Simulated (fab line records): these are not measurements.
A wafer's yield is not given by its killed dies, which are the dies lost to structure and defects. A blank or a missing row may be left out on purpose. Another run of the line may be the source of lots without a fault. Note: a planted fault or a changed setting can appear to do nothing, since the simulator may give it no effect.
Matching of chambers || flow n5_finfet || 4 sister chambers for N5_BEOL_M5_STRIP_19 on rie_diel-05
The step strips in O2. 14 wafers are shown with their chamber, then 7 later ones without.

## WAFERS PAIRED WITH THEIR CHAMBERS
{"wafer": "L081.2", "chamber": 0, "drypump_motor_current_A (A)": 6.4, "throttle_valve_pct (%)": 16.78, "showerhead_plenum_p_Torr (Torr)": 2.03}
{"wafer": "L081.3", "chamber": 1, "drypump_motor_current_A (A)": 5.4, "throttle_valve_pct (%)": 16.29, "showerhead_plenum_p_Torr (Torr)": 2.11}
{"wafer": "L081.6", "chamber": 1, "drypump_motor_current_A (A)": 5.4, "throttle_valve_pct (%)": 16.29, "showerhead_plenum_p_Torr (Torr)": 2.11}
{"wafer": "L082.3", "chamber": 2, "drypump_motor_current_A (A)": 5.7, "throttle_valve_pct (%)": 16.17, "showerhead_plenum_p_Torr (Torr)": 2.11}
{"wafer": "L082.5", "chamber": 2, "drypump_motor_current_A (A)": 5.7, "throttle_valve_pct (%)": 16.18, "showerhead_plenum_p_Torr (Torr)": 2.11}
{"wafer": "L082.6", "chamber": 0, "drypump_motor_current_A (A)": 6.4, "throttle_valve_pct (%)": 16.80, "showerhead_plenum_p_Torr (Torr)": 2.03}
{"wafer": "L084.2", "chamber": 1, "drypump_motor_current_A (A)": 5.4, "throttle_valve_pct (%)": 16.31, "showerhead_plenum_p_Torr (Torr)": 2.10}
{"wafer": "L084.3", "chamber": 3, "drypump_motor_current_A (A)": 5.5, "throttle_valve_pct (%)": 16.50, "showerhead_plenum_p_Torr (Torr)": 2.13}
{"wafer": "L084.5", "chamber": 3, "drypump_motor_current_A (A)": 5.5, "throttle_valve_pct (%)": 16.52, "showerhead_plenum_p_Torr (Torr)": 2.13}
{"wafer": "L090.4", "chamber": 0, "drypump_motor_current_A (A)": 6.4, "throttle_valve_pct (%)": 16.82, "showerhead_plenum_p_Torr (Torr)": 2.02}
{"wafer": "L090.5", "chamber": 0, "drypump_motor_current_A (A)": 6.4, "throttle_valve_pct (%)": 16.81, "showerhead_plenum_p_Torr (Torr)": 2.02}
{"wafer": "L090.6", "chamber": 1, "drypump_motor_current_A (A)": 5.5, "throttle_valve_pct (%)": 16.33, "showerhead_plenum_p_Torr (Torr)": 2.10}
{"wafer": "L092.1", "chamber": 0, "drypump_motor_current_A (A)": 6.4, "throttle_valve_pct (%)": 16.81, "showerhead_plenum_p_Torr (Torr)": 2.02}
{"wafer": "L092.2", "chamber": 2, "drypump_motor_current_A (A)": 5.7, "throttle_valve_pct (%)": 16.21, "showerhead_plenum_p_Torr (Torr)": 2.10}

SIGNATURES, as means of the wafers listed above
{"reading": "drypump_motor_current_A", "chamber 0": 6.400, "chamber 1": 5.425, "chamber 2": 5.700, "chamber 3": 5.500, "scatter within a chamber": 0.0274}
{"reading": "throttle_valve_pct", "chamber 0": 16.8040, "chamber 1": 16.3050, "chamber 2": 16.1867, "chamber 3": 16.5100, "scatter within a chamber": 0.0176}
{"reading": "showerhead_plenum_p_Torr", "chamber 0": 2.0240, "chamber 1": 2.1050, "chamber 2": 2.1067, "chamber 3": 2.1300, "scatter within a chamber": 0.00535}
Rule: distance of a wafer from a chamber = root of the sum over the readings of ((wafer's reading minus chamber's mean) / reading's scatter) squared. The wafer belongs to the nearest chamber; if the next one is less than 2 further off, it can't be placed. How the scatter is found: for the shown wafers, subtract from each reading the mean of its chamber, square and add these, divide the total by (wafers less chambers), then take the root.

## WAFERS WITH NO CHAMBER GIVEN
{"wafer": "L092.3", "drypump_motor_current_A (A)": 5.5, "throttle_valve_pct (%)": 16.52, "showerhead_plenum_p_Torr (Torr)": 2.12}
{"wafer": "L096.2", "drypump_motor_current_A (A)": 5.7, "throttle_valve_pct (%)": 16.21, "showerhead_plenum_p_Torr (Torr)": 2.10}
{"wafer": "L096.4", "drypump_motor_current_A (A)": 6.4, "throttle_valve_pct (%)": 16.85, "showerhead_plenum_p_Torr (Torr)": 2.02}
{"wafer": "L096.5", "drypump_motor_current_A (A)": 6.4, "throttle_valve_pct (%)": 16.85, "showerhead_plenum_p_Torr (Torr)": 2.02}
{"wafer": "L097.3", "drypump_motor_current_A (A)": 5.7, "throttle_valve_pct (%)": 16.25, "showerhead_plenum_p_Torr (Torr)": 2.10}
{"wafer": "L097.4", "drypump_motor_current_A (A)": 5.4, "throttle_valve_pct (%)": 16.32, "showerhead_plenum_p_Torr (Torr)": 2.10}
{"wafer": "L097.5", "drypump_motor_current_A (A)": 5.7, "throttle_valve_pct (%)": 16.23, "showerhead_plenum_p_Torr (Torr)": 2.10}

## EACH ONE'S CHAMBER
{"wafer": "L092.3", "from the rows above": 3, "in truth": 3}
{"wafer": "L096.2", "from the rows above": 2, "in truth": 2}
{"wafer": "L096.4", "from the rows above": 0, "in truth": 0}
{"wafer": "L096.5", "from the rows above": 0, "in truth": 0}
{"wafer": "L097.3", "from the rows above": 2, "in truth": 2}
{"wafer": "L097.4", "from the rows above": 1, "in truth": 1}
{"wafer": "L097.5", "from the rows above": 2, "in truth": 2}
Correctly placed: 7 of 7. Number that these rows cannot place: 0. Wrongly placed: 0.
